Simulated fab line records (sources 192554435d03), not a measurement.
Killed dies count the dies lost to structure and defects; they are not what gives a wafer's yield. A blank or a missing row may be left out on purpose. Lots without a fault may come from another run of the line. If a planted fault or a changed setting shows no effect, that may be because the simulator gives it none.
Chamber matching | flow n5Finfet | N5_FIN_CUT_ETCH_21 on rieDiel-04: 4 sister chambers
The step etches SOC in N2/H2, target depth 219 nm, overetch 43.8 nm, time 523.5 s. 30 wafers are shown with their chamber, then 12 later ones without.

WAFERS PAIRED WITH THEIR CHAMBERS
wafer  | chamber | drypumpMotorCurrentA (A) | showerheadPlenumPTorr (Torr) | throttleValvePct (%)
L074.1 | 1       | 5.6                      | 2.55                         | 17.63
L074.5 | 1       | 5.6                      | 2.55                         | 17.62
L074.6 | 2       | 4.7                      | 2.45                         | 17.92
L076.4 | 1       | 5.7                      | 2.55                         | 17.65
L076.5 | 2       | 4.8                      | 2.45                         | 17.93
L076.6 | 3       | 6.4                      | 2.58                         | 18.09
L078.4 | 0       | 5.3                      | 2.61                         | 18.11
L078.5 | 2       | 4.7                      | 2.45                         | 17.93
L078.6 | 1       | 5.7                      | 2.55                         | 17.66
L079.1 | 1       | 5.6                      | 2.55                         | 17.67
L079.3 | 3       | 6.4                      | 2.58                         | 18.12
L079.4 | 2       | 4.7                      | 2.45                         | 17.93
L080.3 | 2       | 4.7                      | 2.45                         | 17.93
L080.4 | 3       | 6.4                      | 2.58                         | 18.12
L080.5 | 2       | 4.7                      | 2.45                         | 17.94
L084.1 | 3       | 6.4                      | 2.57                         | 18.12
L084.4 | 1       | 5.7                      | 2.54                         | 17.67
L084.6 | 2       | 4.7                      | 2.44                         | 17.95
L086.1 | 3       | 6.4                      | 2.57                         | 18.14
L086.2 | 1       | 5.7                      | 2.54                         | 17.66
L086.3 | 1       | 5.7                      | 2.54                         | 17.69
L089.2 | 3       | 6.4                      | 2.57                         | 18.17
L089.3 | 0       | 5.2                      | 2.60                         | 17.80
L089.6 | 2       | 4.7                      | 2.44                         | 17.95
L091.2 | 0       | 5.3                      | 2.60                         | 17.79
L091.3 | 1       | 5.6                      | 2.54                         | 17.69
L091.4 | 3       | 6.4                      | 2.57                         | 18.14
L092.2 | 2       | 4.7                      | 2.44                         | 17.95
L092.4 | 1       | 5.6                      | 2.54                         | 17.69
L092.6 | 3       | 6.4                      | 2.57                         | 18.16

SIGNATURES, as means of the wafers listed above
reading               | chamber 0 | chamber 1 | chamber 2 | chamber 3 | scatter within a chamber
drypumpMotorCurrentA  | 5.267     | 5.650     | 4.711     | 6.400     | 0.0395
showerheadPlenumPTorr | 2.6033    | 2.5450    | 2.4467    | 2.5737    | 0.0052
throttleValvePct      | 17.9000   | 17.6630   | 17.9367   | 18.1325   | 0.0545
Rule: for each reading, subtract the chamber's mean from the wafer's reading, divide by that reading's scatter and square the result; add these up over the readings and take the root, which gives the wafer's distance from the chamber. If the next closest chamber is less than 2 further off than the closest, the wafer can't be placed; otherwise it belongs to the closest. The scatter is the square root of a quotient: the sum, over the shown wafers, of each reading's squared deviation from its chamber's mean, divided by wafers minus chambers.

WAFERS WITH NO CHAMBER GIVEN
wafer  | drypumpMotorCurrentA (A) | showerheadPlenumPTorr (Torr) | throttleValvePct (%)
L093.1 | 5.7                      | 2.54                         | 17.70
L093.5 | 4.7                      | 2.44                         | 17.96
L093.6 | 5.7                      | 2.54                         | 17.70
L095.1 | 4.8                      | 2.44                         | 17.96
L095.2 | 6.4                      | 2.57                         | 18.16
L095.4 | 4.8                      | 2.44                         | 17.98
L096.1 | 4.7                      | 2.44                         | 17.97
L096.3 | 6.4                      | 2.56                         | 18.17
L096.5 | 4.7                      | 2.44                         | 17.96
L097.1 | 4.7                      | 2.44                         | 17.99
L097.4 | 6.4                      | 2.56                         | 18.18
L097.5 | 6.4                      | 2.56                         | 18.17

CHAMBER TAKEN BY EACH
wafer  | from the rows above | in truth
L093.1 | 1                   | 1
L093.5 | 2                   | 2
L093.6 | 1                   | 1
L095.1 | 2                   | 2
L095.2 | 3                   | 3
L095.4 | 2                   | 2
L096.1 | 2                   | 2
L096.3 | 3                   | 3
L096.5 | 2                   | 2
L097.1 | 2                   | 2
L097.4 | 3                   | 3
L097.5 | 3                   | 3
Correctly placed: 12 of 12. Not placeable from these rows: 0. Number placed wrongly: 0.
